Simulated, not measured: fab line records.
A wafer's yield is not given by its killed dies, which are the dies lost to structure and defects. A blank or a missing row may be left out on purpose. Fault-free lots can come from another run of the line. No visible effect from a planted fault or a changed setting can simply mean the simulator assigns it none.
Matching of chambers	flow n5 finfet	N5_BEOL_M7_DEP_56 on pecvd-01: 3 sister chambers
The step deposits SiCN from 3MS/NH3, target thk 10 nm, time 17.5 s. 14 wafers are shown with their chamber, then 7 later ones without.

== WAFERS PAIRED WITH THEIR CHAMBERS ==
wafer	chamber	throttle valve pct (%)	showerhead plenum p Torr (Torr)
L075.2	2	8.0	3.677
L075.4	2	8.1	3.677
L075.6	0	8.7	3.658
L082.3	0	8.6	3.666
L082.4	1	10.0	3.698
L082.6	2	8.3	3.674
L084.1	1	10.2	3.697
L084.4	0	8.6	3.660
L084.6	1	9.6	3.706
L083.2	0	8.7	3.672
L083.4	2	8.4	3.680
L083.6	1	9.9	3.692
L090.3	1	10.2	3.702
L090.4	2	8.1	3.679

SIGNATURES (averages over the wafers above)
reading	chamber 0	chamber 1	chamber 2	scatter within a chamber
throttle valve pct	8.650	9.980	8.180	0.182
showerhead plenum p Torr	3.66400	3.69900	3.67740	0.0048
Rule: for a wafer and a chamber, the distance is found by dividing, reading by reading, the gap between the wafer's reading and the chamber's mean by the reading's scatter, squaring, summing and taking the root. The wafer belongs to the nearest chamber; if the next one is less than 2 further off, it can't be placed. The scatter is the square root of a quotient: the sum, over the shown wafers, of each reading's squared deviation from its chamber's mean, divided by wafers minus chambers.

== WAFERS MISSING THEIR CHAMBER ==
wafer	throttle valve pct (%)	showerhead plenum p Torr (Torr)
L090.5	8.8	3.668
L092.1	8.3	3.673
L092.2	10.0	3.709
L092.6	9.9	3.704
L094.1	8.6	3.665
L094.2	8.5	3.676
L094.5	8.4	3.670

== CHAMBER TAKEN BY EACH ==
wafer	from the rows above	in truth
L090.5	0	0
L092.1	can't be placed: 2 or 0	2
L092.2	1	1
L092.6	1	1
L094.1	0	0
L094.2	can't be placed: 2 or 0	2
L094.5	can't be placed: 0 or 2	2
Correctly placed: 4 of 7. Not placeable from these rows: 3 (in 3, the candidates include the true chamber). Number placed wrongly: 0.
